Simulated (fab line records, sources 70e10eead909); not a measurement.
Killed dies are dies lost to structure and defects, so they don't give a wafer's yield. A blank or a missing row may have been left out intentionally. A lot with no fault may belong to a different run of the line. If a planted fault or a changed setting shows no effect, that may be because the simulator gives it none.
A lot that was struck, set against a sound lot    flow nand-harc    14 steps out of a route of 1302
Sound: the wafers L637.2, L637.5, L637.6. Struck: wafers L629.1, L629.5, L629.6. At the end, the cause is stated.
For every step that has rows: the tool of each side, followed by ch and its chambers, followed by its first start. Under that, the readings that differ: sound wafers    struck wafers    difference of the means    sigmas: that difference in standard deviations of wafers without a fault.
alike: words and numbers the same on both sides, and readings whose means are apart by under 2 such deviations; not compared: readings that were withheld, readings missing a value for some wafer, numbers with overlapping values and no deviation given by the record, and bounds like >300 which may hide the same value.
A row with sigmas, a row that says differs or no value, or rows on one side alone: a step with any of these is where the two part. Numbers that have no deviation but don't overlap get no sigmas and don't part them. A reading missing from all wafers of one side parts the sides only when that side holds two or more wafers.

NHARC_P_ZERO_WELL_INSPECT_43:
  sound on defect-inspect-01 at day 9 15:50; struck on defect-inspect-02 at day 6 07:37
  alike: raw-defect-count
then, 11 steps without rows for these wafers: NHARC_P_STI_ETCH_26 (etches SiO2 in dHF, target depth 11 nm); NHARC_P_STI_PRECLEAN_27 (cleans in SC1); NHARC_P_STI_SRD_28; NHARC_P_STI_OXIDE_29 (material SiO2, target thk 10 nm, ox time 1362 s); NHARC_P_STI_HM_DEP_30 (deposits Si3N4, target thk 80 nm, time 873 s); NHARC_P_STI_DEHYDRATE_01 (time 120 s); NHARC_P_STI_HMDS_02 (time 30 s); NHARC_P_STI_COAT_41 (time 65 s); NHARC_P_STI_COAT_03 (resist thk 600 nm); NHARC_P_STI_SOFTBAKE_04 (time 70 s); NHARC_P_STI_EBR_05.
NHARC_P_STI_EXPOSE_06: exposes mask P STI, target cd 200 nm.
  struck on krf-scanner-01, day 7 03:59; sound on krf-scanner-01 ch 0, day 10 08:25
  no value came back on the struck wafers for exposure-dose-mJ-cm2, focus-offset-nm (nm); on the sound wafers exposure-dose-mJ-cm2 reads 37.72 37.69 37.70
  alike: mask
then, 1 step without rows for these wafers: NHARC_P_STI_PEB_07 (peb time 80 s).

== WHERE THEY PART ==
Within this record, at NHARC_P_STI_EXPOSE_06 only.

WHY: whatever the simulator had introduced
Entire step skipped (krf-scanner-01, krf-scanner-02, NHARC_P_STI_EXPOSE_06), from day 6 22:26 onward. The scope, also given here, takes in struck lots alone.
